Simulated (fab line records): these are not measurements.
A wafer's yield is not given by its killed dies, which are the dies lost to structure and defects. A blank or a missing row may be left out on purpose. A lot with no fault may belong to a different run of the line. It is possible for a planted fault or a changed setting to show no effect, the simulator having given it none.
fab line records || flow n5Finfet
[record] {"lots": 3, "wafers": 9, "lastDay": 17}
route steps=1938 shown MOL_CONTACT_COAG@558 BEOL_M4@1111 PASSIVATION@1936
lots untouched by any fault: they come from a run of this same line in which no faults occurred
startH: hours from the record's opening day to when the first of the lot's shown wafers began || waitH: hours elapsed since this lot's preceding step || " the same as in the row above || L1.1+2: a row that stands for several wafers || - either no value or no given start || * or withheld: withheld || < > ~ a bound
route shown NAME@n: a module of which the file shows steps, and the number in the route of the first || usual: average and standard deviation across the fault-free wafers || same: alike in all rows || chamber/n: place in a boat || sites: each site's reading || _std_site: the values' standard deviation || _edge_site: the outer-site mean with the inner-site mean subtracted || radiusMm: for every site, how far away it sits from the centre of the wafer || mask NAME#n: copy n || behind: the last tool/chamber to shape the wafer || hold: reason for holding the lot/hours on hold/outcome of the hold || device: names the non-switching transistor (n, p or np) || end of line: the route-end tests of the same wafers || a step without rows: its recipe alone || killed: not the wafer's yield, but the dies lost to structure and defects at the first sort || map: a wafer's dies, marking killed ones x, the rest . and places with no die _
set.NAME: setting as actually run; set.NAME@STEP: the setting as run at that earlier step || model.NAME: the simulator's own value behind a step, which no gauge read
a table for each step, a row for each wafer; lots at some steps of the route
services: from which hour (startH, from the record's first day; less than 0 if before it) a tool's chamber was out of use, for how many hours, and why
[[steps]]
[step N5_MOL_CONTACT_COAG_WET_ETCH_116]
[recipe] {"chemistry": "SC1-inhibited", "targetDepthNm": 4.6, "dry": "ipaMarangoni", "rinseTimeS": 30, "rinseTempC": 23}
[step N5_MOL_CONTACT_COAG_ALD_27]
[recipe] {"material": "SiOC", "targetThkA": 170, "tempC": 400, "aldPrecursorFamily": "carbosiloxane", "aldCoReactant": "H2-plasma", "pulseTimeS": 1.5, "timeS": 2720, "purgeTimeS": 2, "coReactantPurgeTimeS": 2, "aldCycles": 340, "pressureTorr": 2}
[step N5_MOL_CONTACT_COAG_CMP_28]
[recipe] {"stopOn": "SiNx", "tOverpolishS": 0.85, "postCmpClean": "alkalineBrush", "downForcePsi": 4.15, "platenRpm": 51.8, "padVelocityMS": 1.0307, "targetThkNm": 14.522}
[step N5_MOL_CONTACT_COAG_ALD_123]
[recipe] {"material": "SiNx", "targetThkA": 50, "tempC": 400, "aldPrecursorFamily": "SiH2I2", "aldCoReactant": "N2/H2-plasma", "pulseTimeS": 1, "purgeTimeS": 2, "coReactantPurgeTimeS": 2, "aldCycles": 100, "pressureTorr": 2}
[step N5_MOL_CONTACT_COAG_PECVD_31]
[recipe] {"material": "SiO2", "targetThkA": 460, "tempC": 400, "precursor": "TEOS/O2", "pressureTorr": 6.5, "rfW": "withheld", "teosFlowSccm": "withheld", "gas": "O2", "flowSccm": 2650, "timeS": 8.9}
[step N5_MOL_CONTACT_COAG_COAT_75]
[recipe] {"resist": "SOC", "tempC": 250, "timeS": 60, "spinRpm": 1500, "resistThkNm": 60}
[step N5_MOL_CONTACT_COAG_COAT_76]
[recipe] {"resist": "SiARC", "tempC": 220, "timeS": 60, "spinRpm": 1500, "resistThkNm": 10}
[step N5_MOL_CONTACT_COAG_COAT_77]
[recipe] {"resist": "underlayer", "tempC": 205, "timeS": 60, "spinRpm": 1500, "resistThkNm": 10}
[step N5_MOL_CONTACT_COAG_COAT_78]
[recipe] {"resist": "CAR-EUV", "spinRpm": 1500, "resistThkNm": 40}
[step N5_MOL_CONTACT_COAG_EBR_80]
[recipe] {"solvent": "PGMEA", "ebrWidthMm": 1.5}
[step N5_MOL_CONTACT_COAG_SOFTBAKE_79]
[recipe] {"tempC": 110, "timeS": 60, "resist": "CAR-EUV"}
[step N5_MOL_CONTACT_COAG_EXPOSE_81]
[recipe] {"maskId": "VG", "na": 0.33, "sourceShape": "annular", "sigmaInner": 0.3, "sigmaOuter": 0.7, "polarization": "unpolarized", "defocusNm": 0, "doseMj": 59.5}
[usual] {"exposureDoseMJCm2": "59.46/0.079"}
{"lot.wafer": "L517.1", "tool": "euvScanner-01", "chamber": 0, "startH": 153.15, "waitH": "-", "mask": "VG#0", "exposureDoseMJCm2": 59.59}
{"lot.wafer": "L517.3", "tool": "euvScanner-01", "chamber": 0, "startH": 153.15, "waitH": "-", "mask": "VG#0", "exposureDoseMJCm2": 59.60}
{"lot.wafer": "L517.6", "tool": "euvScanner-01", "chamber": 0, "startH": 153.15, "waitH": "-", "mask": "VG#0", "exposureDoseMJCm2": 59.58}
{"lot.wafer": "L528.1", "tool": "euvScanner-02", "chamber": 0, "startH": 216.69, "waitH": "-", "mask": "VG#0", "exposureDoseMJCm2": 59.46}
{"lot.wafer": "L528.5", "tool": "euvScanner-02", "chamber": 0, "startH": 216.69, "waitH": "-", "mask": "VG#0", "exposureDoseMJCm2": 59.46}
{"lot.wafer": "L528.6", "tool": "euvScanner-02", "chamber": 0, "startH": 216.69, "waitH": "-", "mask": "VG#0", "exposureDoseMJCm2": 59.43}
{"lot.wafer": "L529.2", "tool": "euvScanner-01", "chamber": 0, "startH": 220.94, "waitH": "-", "mask": "VG#0", "exposureDoseMJCm2": 60.38}
{"lot.wafer": "L529.4", "tool": "euvScanner-01", "chamber": 0, "startH": 220.94, "waitH": "-", "mask": "VG#0", "exposureDoseMJCm2": 60.43}
{"lot.wafer": "L529.6", "tool": "euvScanner-01", "chamber": 0, "startH": 220.94, "waitH": "-", "mask": "VG#0", "exposureDoseMJCm2": 60.47}
[step N5_MOL_CONTACT_COAG_PEB_82]
[recipe] {"pebTempC": 100, "pebTimeS": 60, "resist": "CAR-EUV"}
[step N5_MOL_CONTACT_COAG_DEVELOP_83]
[recipe] {"developTimeS": 30, "developer": "TMAH", "resist": "CAR-EUV", "rinseLiquid": "surfactantRinse", "dry": "airSpin", "devTempC": 23}
[step N5_MOL_CONTACT_COAG_CD_MEAS_84]
[recipe] {"targetCdNm": 25.1, "landingEnergyEv": 500, "detector": "seInlens", "polarity": "opening"}
[usual] {"cdNm": "25.07/0.23"}
{"lot.wafer": "L517.1", "tool": "cdSem-03", "chamber": 0, "startH": 153.30, "waitH": "-", "cdNm": 25.06}
{"lot.wafer": "L517.3", "tool": "cdSem-03", "chamber": 0, "startH": 153.30, "waitH": "-", "cdNm": 25.04}
{"lot.wafer": "L517.6", "tool": "cdSem-03", "chamber": 0, "startH": 153.30, "waitH": "-", "cdNm": 25.06}
{"lot.wafer": "L528.1", "tool": "cdSem-03", "chamber": 0, "startH": 216.83, "waitH": "-", "cdNm": 24.67}
{"lot.wafer": "L528.5", "tool": "cdSem-03", "chamber": 0, "startH": 216.83, "waitH": "-", "cdNm": 25.33}
{"lot.wafer": "L528.6", "tool": "cdSem-03", "chamber": 0, "startH": 216.83, "waitH": "-", "cdNm": 25.09}
{"lot.wafer": "L529.2", "tool": "cdSem-02", "chamber": 0, "startH": 221.08, "waitH": "-", "cdNm": 23.97}
{"lot.wafer": "L529.4", "tool": "cdSem-02", "chamber": 0, "startH": 221.08, "waitH": "-", "cdNm": 23.44}
{"lot.wafer": "L529.6", "tool": "cdSem-02", "chamber": 0, "startH": 221.08, "waitH": "-", "cdNm": 24.23}
[step N5_MOL_CONTACT_COAG_DESCUM_88]
[recipe] {"chemistry": "O2", "timeS": 7, "sourcePowerW": 50, "biasPowerW": 20, "pressureMtorr": 20, "rfFrequencyHz": 2.712e+07, "tempC": 40, "resist": "CAR-EUV", "o2FlowSccm": 225}
[step N5_MOL_CONTACT_COAG_ETCH_89]
[recipe] {"chemistry": "N2/H2", "target": "underlayer", "targetDepthA": 130, "maskMaterial": "CAR-EUV", "timeS": 10.4, "ionEnergyEv": 200, "pressureMtorr": 30, "sourceW": 840, "biasW": 150, "n2FlowSccm": 200, "h2FlowSccm": 200, "ends": "cleared"}
[step N5_MOL_CONTACT_COAG_ETCH_90]
[recipe] {"chemistry": "CF4", "target": "SiARC", "targetDepthA": 130, "maskMaterial": "CAR-EUV", "timeS": 21.7, "ionEnergyEv": 80, "pressureMtorr": 40, "sourceW": 545, "biasW": 36, "Ar_flow_sccm": 100, "cf4FlowSccm": 100, "ends": "cleared"}
[step N5_MOL_CONTACT_COAG_ALD_131]
[recipe] {"material": "SiO2", "targetThkA": 50, "tempC": 100, "aldPrecursorFamily": "BDEAS", "aldCoReactant": "O2-plasma", "pulseTimeS": 1, "coReactantPulseTimeS": 1, "purgeTimeS": 2, "coReactantPurgeTimeS": 2, "aldCycles": 35, "pressureTorr": 2}
[step N5_MOL_CONTACT_COAG_ETCHBACK_132]
[recipe] {"chemistry": "CHF3", "target": "SiO2", "targetDepthA": 100, "timeS": 6.7, "ionEnergyEv": 200, "pressureMtorr": 30, "sourceW": 610, "biasW": 170, "Ar_flow_sccm": 200, "CHF3_flow_sccm": 50}
[step N5_MOL_CONTACT_COAG_ETCH_91]
[recipe] {"chemistry": "N2/H2", "target": "SOC", "targetDepthA": 600, "overetchA": 210, "maskMaterial": "SiARC", "tempC": 40, "timeS": 101.2, "ionEnergyEv": 200, "pressureMtorr": 30, "sourceW": 840, "biasW": 150, "n2FlowSccm": 200, "h2FlowSccm": 200}
[step N5_MOL_CONTACT_COAG_STRIP_92]
[recipe] {"chemistry": "N2/H2", "tempC": 40, "n2FlowSccm": 200, "h2FlowSccm": 200, "rfFrequencyHz": 6e+07}
[step N5_MOL_CONTACT_COAG_STRIP_93]
[recipe] {"chemistry": "N2/H2", "tempC": 40, "n2FlowSccm": 200, "h2FlowSccm": 200, "rfFrequencyHz": 6e+07}
[step N5_MOL_CONTACT_COAG_ETCHBACK_135]
[recipe] {"chemistry": "CHF3", "target": "SiO2", "targetDepthA": 250, "timeS": 16.7, "ionEnergyEv": 200, "pressureMtorr": 30, "sourceW": 610, "biasW": 170, "Ar_flow_sccm": 200, "CHF3_flow_sccm": 50}
[step N5_MOL_CONTACT_COAG_STRIP_118]
[recipe] {"chemistry": "CHF3", "resist": "SiARC", "rfFrequencyHz": 6e+07}
[step N5_MOL_CONTACT_COAG_VIA_ETCH_46]
[recipe] {"chemistry": "C4F6/O2", "targetDepthA": 460, "overetchA": 92, "maskMaterial": "SOC", "target": "SiO2", "biasW": 455, "pressureMtorr": 10, "timeS": 40, "sourceW": 325, "Ar_flow_sccm": 300, "C4F6_flow_sccm": 10, "O2_flow_sccm": 10, "ionEnergyEv": 575.3, "ends": "endPoint"}
[step N5_MOL_CONTACT_COAG_STRIP_96]
[recipe] {"chemistry": "N2/H2", "powerW": 500, "tempC": 40, "pressureMtorr": 50, "rfFrequencyHz": 6e+07, "overashFraction": 0.3, "biasPowerW": 28, "h2Frac": 0.5, "n2FlowSccm": 300, "h2FlowSccm": 300}
[step N5_MOL_CONTACT_COAG_ETCH_47]
[recipe] {"chemistry": "CH3F/O2", "target": "SiNx", "targetDepthA": 270, "maskMaterial": "SiO2", "stopOn": "W", "overEtchFrac": 0.2, "ionEnergyEv": 120, "endpoint": "OES-CN", "pressureMtorr": 30, "sourceW": 395, "biasW": 73, "Ar_flow_sccm": 150, "CH3F_flow_sccm": 30, "O2_flow_sccm": 20, "ends": "endPoint"}
[step N5_MOL_CONTACT_COAG_STRIP_119]
[recipe] {"chemistry": "N2/H2", "timeS": 30, "powerW": 1000, "tempC": 250, "pressureMtorr": "withheld", "n2FlowSccm": 1750, "h2FlowSccm": 3250}
[step N5_MOL_CONTACT_COAG_PRECLEAN_144]
[recipe] {"chemistry": "alkalineClean", "tempC": 60, "timeS": 60, "doPpb": 50}
[step N5_MOL_CONTACT_COAG_SRD_145]
[recipe] {"dry": "ipaMarangoni", "timeS": 30, "tempC": 23, "rinseLiquid": "diw"}
[step N5_MOL_CONTACT_COAG_CD_MEAS_137]
[recipe] {"targetCdNm": 16}
[usual] {"cdNm": "15.92/0.26"}
{"lot.wafer": "L517.1", "tool": "cdSem-01", "chamber": "-", "startH": 154.29, "waitH": 0.0, "cdNm": 15.53}
{"lot.wafer": "L517.3", "tool": "cdSem-01", "chamber": "-", "startH": 154.29, "waitH": 0.0, "cdNm": 15.57}
{"lot.wafer": "L517.6", "tool": "cdSem-01", "chamber": "-", "startH": 154.29, "waitH": 0.0, "cdNm": 15.56}
{"lot.wafer": "L528.1", "tool": "cdSem-02", "chamber": "-", "startH": 218.02, "waitH": 0.0, "cdNm": 16.01}
{"lot.wafer": "L528.5", "tool": "cdSem-02", "chamber": "-", "startH": 218.02, "waitH": 0.0, "cdNm": 15.94}
{"lot.wafer": "L528.6", "tool": "cdSem-02", "chamber": "-", "startH": 218.02, "waitH": 0.0, "cdNm": 15.67}
{"lot.wafer": "L529.2", "tool": "cdSem-01", "chamber": "-", "startH": 222.29, "waitH": 0.0, "cdNm": 14.54}
{"lot.wafer": "L529.4", "tool": "cdSem-01", "chamber": "-", "startH": 222.29, "waitH": 0.0, "cdNm": 14.37}
{"lot.wafer": "L529.6", "tool": "cdSem-01", "chamber": "-", "startH": 222.29, "waitH": 0.0, "cdNm": 15.18}
[step N5_MOL_CONTACT_COAG_COAT_62]
[recipe] {"resist": "SOC", "tempC": 250, "timeS": 60, "spinRpm": 1500, "resistThkNm": 60}
[step N5_BEOL_M4_RC_MEAS_101]
[usual] {"DIBL_N": "36.5/1.4", "DIBL_P": "36.9/1.7", "IOFF_N": "0.163/0.023", "IOFF_P": "0.22/0.032", "ION_N": "673/9", "ION_P": "462/7.5", "SS_N": "71.6/0.54", "SS_P": "73.4/0.62", "VT_N": "249.8/2.8", "VT_P": "-250/3.5"}
{"lot.wafer": "L517.1", "tool": "prober-02", "chamber": 0, "startH": 215.92, "waitH": 0.0, "DIBL_N[mV/V]": 36.6, "DIBL_P[mV/V]": 39.1, "IOFF_N[nA/um]": 0.176, "IOFF_P[nA/um]": 0.22, "ION_N[uA/um]": 669, "ION_P[uA/um]": 454, "SS_N[mV/dec]": 71.5, "SS_P[mV/dec]": 73.7, "VT_N[mV]": 249.1, "VT_P[mV]": -252}
{"lot.wafer": "L517.3", "tool": "prober-02", "chamber": 0, "startH": 215.92, "waitH": 0.0, "DIBL_N[mV/V]": 34.6, "DIBL_P[mV/V]": 35.8, "IOFF_N[nA/um]": 0.136, "IOFF_P[nA/um]": 0.16, "ION_N[uA/um]": 664, "ION_P[uA/um]": 455, "SS_N[mV/dec]": 70.8, "SS_P[mV/dec]": 73.2, "VT_N[mV]": 254.3, "VT_P[mV]": -255}
{"lot.wafer": "L517.6", "tool": "prober-02", "chamber": 0, "startH": 215.92, "waitH": 0.0, "DIBL_N[mV/V]": 34.4, "DIBL_P[mV/V]": 36.0, "IOFF_N[nA/um]": 0.128, "IOFF_P[nA/um]": 0.16, "ION_N[uA/um]": 662, "ION_P[uA/um]": 450, "SS_N[mV/dec]": 71.2, "SS_P[mV/dec]": 72.7, "VT_N[mV]": 254.2, "VT_P[mV]": -259}
{"lot.wafer": "L528.1", "tool": "prober-02", "chamber": 0, "startH": 282.12, "waitH": 0.0, "DIBL_N[mV/V]": 34.8, "DIBL_P[mV/V]": 36.2, "IOFF_N[nA/um]": 0.133, "IOFF_P[nA/um]": 0.17, "ION_N[uA/um]": 662, "ION_P[uA/um]": 451, "SS_N[mV/dec]": 70.5, "SS_P[mV/dec]": 73.5, "VT_N[mV]": 252.7, "VT_P[mV]": -255}
{"lot.wafer": "L528.5", "tool": "prober-02", "chamber": 0, "startH": 282.12, "waitH": 0.0, "DIBL_N[mV/V]": 34.5, "DIBL_P[mV/V]": 36.6, "IOFF_N[nA/um]": 0.137, "IOFF_P[nA/um]": 0.17, "ION_N[uA/um]": 670, "ION_P[uA/um]": 450, "SS_N[mV/dec]": 70.9, "SS_P[mV/dec]": 73.3, "VT_N[mV]": 251.2, "VT_P[mV]": -252}
{"lot.wafer": "L528.6", "tool": "prober-02", "chamber": 0, "startH": 282.12, "waitH": 0.0, "DIBL_N[mV/V]": 34.7, "DIBL_P[mV/V]": 36.0, "IOFF_N[nA/um]": 0.135, "IOFF_P[nA/um]": 0.16, "ION_N[uA/um]": 663, "ION_P[uA/um]": 451, "SS_N[mV/dec]": 71.5, "SS_P[mV/dec]": 72.9, "VT_N[mV]": 251.8, "VT_P[mV]": -258}
[step N5_PASSIVATION_PROBE_49]
[usual] {"defectLimitedYield": "91.2/1.4", "killed_at_M0_to_M3": "35/11", "killed_at_M4_up": "12/4.2", "killedAtContacts": "13/5.6", "killedAtFrontEnd": "40/12", "killedAtOther": "3.3/2.6", "killedDies": "103/17", "killedOnRim": "14/4.5", "killedOpen": "68/12", "killedShort": "34/7.6", "sort_bin_5_function": "5.1/0.95", "sort_bin_6_memory": "3.3/0.68", "sortNPass": "1077/17", "sortYieldPct": "91.2/1.4"}
[same] {"grossDies": 1180, "killedAtBackSide": 0, "sort_bin_4_leakage[%]": 0, "sort_bin_8_speed[%]": 0}
{"lot.wafer": "L517.1", "tool": "prober-02", "chamber": "-", "startH": 321.33, "waitH": 0.0, "defectLimitedYield[%]": 89.7, "killed_at_M0_to_M3": 46, "killed_at_M4_up": 15, "killedAtContacts": 8, "killedAtFrontEnd": 46, "killedAtOther": 7, "killedDies": 122, "killedOnRim": 19, "killedOpen": 82, "killedShort": 36, "sort_bin_5_function[%]": 6.4, "sort_bin_6_memory[%]": 3.5, "sortNPass": 1058, "sortYieldPct[%]": 89.7}
{"lot.wafer": "L517.3", "tool": "prober-02", "chamber": "-", "startH": 321.43, "waitH": 0.1, "defectLimitedYield[%]": 91.5, "killed_at_M0_to_M3": 44, "killed_at_M4_up": 6, "killedAtContacts": 6, "killedAtFrontEnd": 37, "killedAtOther": 7, "killedDies": 100, "killedOnRim": 19, "killedOpen": 67, "killedShort": 33, "sort_bin_5_function[%]": 4.7, "sort_bin_6_memory[%]": 3.6, "sortNPass": 1080, "sortYieldPct[%]": 91.5}
{"lot.wafer": "L517.6", "tool": "prober-02", "chamber": "-", "startH": 321.58, "waitH": 0.3, "defectLimitedYield[%]": 94.7, "killed_at_M0_to_M3": 20, "killed_at_M4_up": 6, "killedAtContacts": 4, "killedAtFrontEnd": 31, "killedAtOther": 2, "killedDies": 63, "killedOnRim": 7, "killedOpen": 36, "killedShort": 27, "sort_bin_5_function[%]": 3.4, "sort_bin_6_memory[%]": 1.4, "sortNPass": 1117, "sortYieldPct[%]": 94.7}
{"lot.wafer": "L528.1", "tool": "prober-02", "chamber": "-", "startH": 382.98, "waitH": 0.0, "defectLimitedYield[%]": 91.2, "killed_at_M0_to_M3": 52, "killed_at_M4_up": 6, "killedAtContacts": 11, "killedAtFrontEnd": 28, "killedAtOther": 7, "killedDies": 104, "killedOnRim": 15, "killedOpen": 75, "killedShort": 27, "sort_bin_5_function[%]": 5.5, "sort_bin_6_memory[%]": 2.9, "sortNPass": 1076, "sortYieldPct[%]": 91.2}
{"lot.wafer": "L528.5", "tool": "prober-02", "chamber": "-", "startH": 383.18, "waitH": 0.2, "defectLimitedYield[%]": 91.5, "killed_at_M0_to_M3": 41, "killed_at_M4_up": 15, "killedAtContacts": 18, "killedAtFrontEnd": 20, "killedAtOther": 6, "killedDies": 100, "killedOnRim": 14, "killedOpen": 66, "killedShort": 34, "sort_bin_5_function[%]": 4.8, "sort_bin_6_memory[%]": 3.2, "sortNPass": 1080, "sortYieldPct[%]": 91.5}
{"lot.wafer": "L528.6", "tool": "prober-02", "chamber": "-", "startH": 383.23, "waitH": 0.3, "defectLimitedYield[%]": 89.8, "killed_at_M0_to_M3": 52, "killed_at_M4_up": 9, "killedAtContacts": 14, "killedAtFrontEnd": 39, "killedAtOther": 6, "killedDies": 120, "killedOnRim": 16, "killedOpen": 73, "killedShort": 44, "sort_bin_5_function[%]": 6.9, "sort_bin_6_memory[%]": 3.0, "sortNPass": 1060, "sortYieldPct[%]": 89.8}
{"lot.wafer": "L529.2", "tool": "prober-02", "chamber": "-", "startH": 414.47, "waitH": 0.1, "defectLimitedYield[%]": 0, "killed_at_M0_to_M3": 19, "killed_at_M4_up": 16, "killedAtContacts": 1103, "killedAtFrontEnd": 41, "killedAtOther": 1, "killedDies": 1180, "killedOnRim": 152, "killedOpen": 61, "killedShort": 27, "sort_bin_5_function[%]": 4.6, "sort_bin_6_memory[%]": 2.7, "sortNPass": 0, "sortYieldPct[%]": 0}
{"lot.wafer": "L529.4", "tool": "prober-02", "chamber": "-", "startH": 414.57, "waitH": 0.2, "defectLimitedYield[%]": 0, "killed_at_M0_to_M3": 21, "killed_at_M4_up": 19, "killedAtContacts": 1099, "killedAtFrontEnd": 41, "killedAtOther": 0, "killedDies": 1180, "killedOnRim": 152, "killedOpen": 59, "killedShort": 31, "sort_bin_5_function[%]": 4.6, "sort_bin_6_memory[%]": 3.1, "sortNPass": 0, "sortYieldPct[%]": 0}
{"lot.wafer": "L529.6", "tool": "prober-02", "chamber": "-", "startH": 414.67, "waitH": 0.3, "defectLimitedYield[%]": 0, "killed_at_M0_to_M3": 19, "killed_at_M4_up": 20, "killedAtContacts": 1102, "killedAtFrontEnd": 38, "killedAtOther": 1, "killedDies": 1180, "killedOnRim": 152, "killedOpen": 69, "killedShort": 15, "sort_bin_5_function[%]": 41.4, "sort_bin_6_memory[%]": 3.0, "sortNPass": 0, "sortYieldPct[%]": 0}
// killed by level:class
L517.1 BEOL_M3:geometricParticle:open=9 BEOL_M1:geometricParticle:open=8 BEOL_M2:geometricParticle:open=8 FIN_SAQP:geometricParticle:short=7 FIN_SAQP:geometricParticle:open=7 BEOL_M0_SAQP:geometricParticle:short=7 GATE_CUT:geometricParticle:open=6 BEOL_M0_SAQP:geometricParticle:open=6
L517.3 BEOL_M1:geometricParticle:open=12 BEOL_M2:geometricParticle:open=11 FIN_SAQP:geometricParticle:open=10 GATE_CUT:geometricParticle:short=7 FIN_SAQP:geometricParticle:short=6 MOL_CONTACT_COAG:geometricParticle:open=6 DUMMY_GATE:geometricParticle:open=5 BEOL_M3:geometricParticle:open=5
L517.6 FIN_SAQP:geometricParticle:open=7 FIN_SAQP:geometricParticle:short=7 GATE_CUT:geometricParticle:short=5 BEOL_M2:geometricParticle:open=5 BEOL_M3:geometricParticle:open=5 MOL_CONTACT_COAG:geometricParticle:open=4 BEOL_M0_SAQP:geometricParticle:open=4 STARTING-WAFER:geometricParticle:short=3
L528.1 BEOL_M3:geometricParticle:open=13 FIN_SAQP:geometricParticle:open=10 BEOL_M0_SAQP:geometricParticle:open=9 BEOL_M0_SAQP:geometricParticle:short=8 BEOL_M0:geometricParticle:open=7 MOL_CONTACT_COAG:geometricParticle:short=6 BEOL_M1:geometricParticle:open=6 STI_FIN_REVEAL:geometricParticle:open=5
L528.5 MOL_CONTACT_COAG:geometricParticle:open=15 BEOL_M0_SAQP:geometricParticle:short=13 BEOL_M0_SAQP:geometricParticle:open=8 BEOL_M2:geometricParticle:open=7 BEOL_M3:geometricParticle:open=7 BEOL_M4:geometricParticle:open=6 FIN_SAQP:geometricParticle:open=4 GATE_CUT:geometricParticle:short=4
L528.6 MOL_CONTACT_COAG:geometricParticle:open=13 BEOL_M0_SAQP:geometricParticle:short=12 STI_FIN_REVEAL:geometricParticle:open=10 BEOL_M0_SAQP:geometricParticle:open=8 BEOL_M3:geometricParticle:open=8 BEOL_M1:geometricParticle:open=6 BEOL_M1:geometricParticle:short=6 SPACER0:geometricParticle:short=5
L529.2 MOL_CONTACT_COAG:areaExpose=1091 MOL_CONTACT_COAG:geometricParticle:open=11 FIN_SAQP:geometricParticle:open=9 FIN_SAQP:geometricParticle:short=9 BEOL_M4:geometricParticle:open=8 STI_FIN_REVEAL:geometricParticle:open=6 BEOL_M2:geometricParticle:open=5 BEOL_M0_SAQP:geometricParticle:short=4
L529.4 MOL_CONTACT_COAG:areaExpose=1086 BEOL_M4:geometricParticle:open=14 FIN_SAQP:geometricParticle:short=12 MOL_CONTACT_COAG:geometricParticle:open=10 FIN_SAQP:geometricParticle:open=9 STARTING-WAFER:geometricParticle:short=5 BEOL_M0:geometricParticle:open=4 BEOL_M3:geometricParticle:open=4
L529.6 MOL_CONTACT_COAG:areaExpose=1090 FIN_SAQP:geometricParticle:open=11 BEOL_M4:geometricParticle:open=11 MOL_CONTACT_COAG:geometricParticle:open=10 BEOL_M2:geometricParticle:open=10 DUMMY_GATE:geometricParticle:open=9 BEOL_M3:geometricParticle:open=4 HKMG_FIN:areaEtch=4
// map L529.2 (x killed, . not)
_________________xxxxxxxxxxxx________________
______________xxxxxxxxxxxxxxxxxx_____________
___________xxxxxxxxxxxxxxxxxxxxxxxx__________
__________xxxxxxxxxxxxxxxxxxxxxxxxxx_________
________xxxxxxxxxxxxxxxxxxxxxxxxxxxxxx_______
_______xxxxxxxxxxxxxxxxxxxxxxxxxxxxxxxx______
______xxxxxxxxxxxxxxxxxxxxxxxxxxxxxxxxxx_____
_____xxxxxxxxxxxxxxxxxxxxxxxxxxxxxxxxxxxx____
____xxxxxxxxxxxxxxxxxxxxxxxxxxxxxxxxxxxxxx___
___xxxxxxxxxxxxxxxxxxxxxxxxxxxxxxxxxxxxxxxx__
___xxxxxxxxxxxxxxxxxxxxxxxxxxxxxxxxxxxxxxxx__
__xxxxxxxxxxxxxxxxxxxxxxxxxxxxxxxxxxxxxxxxxx_
__xxxxxxxxxxxxxxxxxxxxxxxxxxxxxxxxxxxxxxxxxx_
_xxxxxxxxxxxxxxxxxxxxxxxxxxxxxxxxxxxxxxxxxxxx
_xxxxxxxxxxxxxxxxxxxxxxxxxxxxxxxxxxxxxxxxxxxx
_xxxxxxxxxxxxxxxxxxxxxxxxxxxxxxxxxxxxxxxxxxxx
_xxxxxxxxxxxxxxxxxxxxxxxxxxxxxxxxxxxxxxxxxxxx
_xxxxxxxxxxxxxxxxxxxxxxxxxxxxxxxxxxxxxxxxxxxx
_xxxxxxxxxxxxxxxxxxxxxxxxxxxxxxxxxxxxxxxxxxxx
_xxxxxxxxxxxxxxxxxxxxxxxxxxxxxxxxxxxxxxxxxxxx
_xxxxxxxxxxxxxxxxxxxxxxxxxxxxxxxxxxxxxxxxxxxx
__xxxxxxxxxxxxxxxxxxxxxxxxxxxxxxxxxxxxxxxxxx_
__xxxxxxxxxxxxxxxxxxxxxxxxxxxxxxxxxxxxxxxxxx_
___xxxxxxxxxxxxxxxxxxxxxxxxxxxxxxxxxxxxxxxx__
___xxxxxxxxxxxxxxxxxxxxxxxxxxxxxxxxxxxxxxxx__
____xxxxxxxxxxxxxxxxxxxxxxxxxxxxxxxxxxxxxx___
_____xxxxxxxxxxxxxxxxxxxxxxxxxxxxxxxxxxxx____
______xxxxxxxxxxxxxxxxxxxxxxxxxxxxxxxxxx_____
_______xxxxxxxxxxxxxxxxxxxxxxxxxxxxxxxx______
________xxxxxxxxxxxxxxxxxxxxxxxxxxxxxx_______
__________xxxxxxxxxxxxxxxxxxxxxxxxxx_________
___________xxxxxxxxxxxxxxxxxxxxxxxx__________
______________xxxxxxxxxxxxxxxxxx_____________
_________________xxxxxxxxxxxx________________
// map L517.1 (x killed, . not)
_________________x..xx......x________________
______________....x...........x._____________
___________..........x...........x.__________
__________..........x...........x.x._________
________...........x......x.......x..._______
_______.x...x.......x..x...............______
______..x.........................x....._____
_____..x...x...x..................x......____
____...x.....x...x........................___
___.................x...x..........x.....x.__
___x................x.......x..............__
__........x.......x...x...........x........._
__..............x..........................._
_.....x...xx........x..x......xx.......x.....
_x...............................x.....x...xx
_...x...............x.x.....x................
_...........x...x....x.......................
_...x.............x..............x...........
_......x...x.............x.....x....x...x..x.
_x....x........x.x....................xx..x..
_....x.........................x......x......
__..........x......x.x......x.x............._
__........x..............x..xx......x.x.x..._
___......................x..x............x.__
___............x..x........................__
____..x...........xx...x.x.x.x............___
_____.............x........x..xxx..x.....____
______.................................._____
_______........x................x...x..______
________......x...x..................._______
__________.x..........x.........x..._________
___________.....................x.x__________
______________..x..............._____________
_________________.xx.........________________
[[services]]
{"tool": "euvScanner-02", "chamber": "-", "startH": 141.03, "hours": 5.8, "kind": "pm"}
{"tool": "euvScanner-01", "chamber": "-", "startH": 149.82, "hours": 1.0, "kind": "pm"}
{"tool": "euvScanner-02", "chamber": "-", "startH": 162.24, "hours": 1.0, "kind": "pm"}
{"tool": "euvScanner-01", "chamber": 0, "startH": 207.81, "hours": "-", "kind": "calibration"}
{"tool": "euvScanner-01", "chamber": "-", "startH": 209.69, "hours": 0.2, "kind": "repair"}
{"tool": "euvScanner-01", "chamber": "-", "startH": 210.00, "hours": 1.0, "kind": "pm"}
{"tool": "euvScanner-02", "chamber": "-", "startH": 211.03, "hours": 4.6, "kind": "pm"}
{"tool": "euvScanner-01", "chamber": "-", "startH": 215.63, "hours": 4.6, "kind": "pm"}
{"tool": "euvScanner-02", "chamber": "-", "startH": 220.23, "hours": 1.0, "kind": "pm"}
[[key]]
[firstSign] {"step": "N5_MOL_CONTACT_COAG_EXPOSE_81", "reading": "exposureDoseMJCm2", "direction": "up", "sigmas": 12, "usual": 59.46, "struck": 60.43}
[effect] {"step": "N5_MOL_CONTACT_COAG_CD_MEAS_84", "reading": "cdNm", "direction": "down", "sigmas": 5.3, "usual": 25.07, "struck": 23.88, "through": "controlLoop"}
[effect] {"step": "N5_MOL_CONTACT_COAG_CD_MEAS_137", "reading": "cdNm", "direction": "down", "sigmas": 4.7, "usual": 15.92, "struck": 14.70, "through": "controlLoop"}
[effect] {"step": "N5_PASSIVATION_PROBE_49", "reading": "killedAtContacts", "direction": "up", "sigmas": "99+", "usual": 13, "struck": 1101}
[moreKillsBornAt] {"N5_MOL_CONTACT_COAG_EXPOSE_81@euvScanner-01": 3267}
metAt N5_MOL_CONTACT_COAG_EXPOSE_81
struckWafers L529.2,L529.4,L529.6
laterRowsLeftOut L529.2,L529.4,L529.6
[loopTrim] {"step": "N5_MOL_CONTACT_COAG_EXPOSE_81", "setting": "dose", "lots": "L529"}
onsetBetween 153.15 220.94
[fault] {"kind": "processParameterDrift", "tool": "euvScanner-01", "chamber": "-", "onsetH": 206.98, "steps": "N5_MOL_CONTACT_COAG_EXPOSE_81", "channel": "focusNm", "offset": 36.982, "spreadByWafer": 0.3, "shape": "step", "endH": 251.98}
// laterRowsLeftOut: the simulator's readings of these wafers behind a module that went badly wrong aren't trusted and aren't shown, but for the sort
// loopTrim: a control loop set the setting to another value than it would have without faults
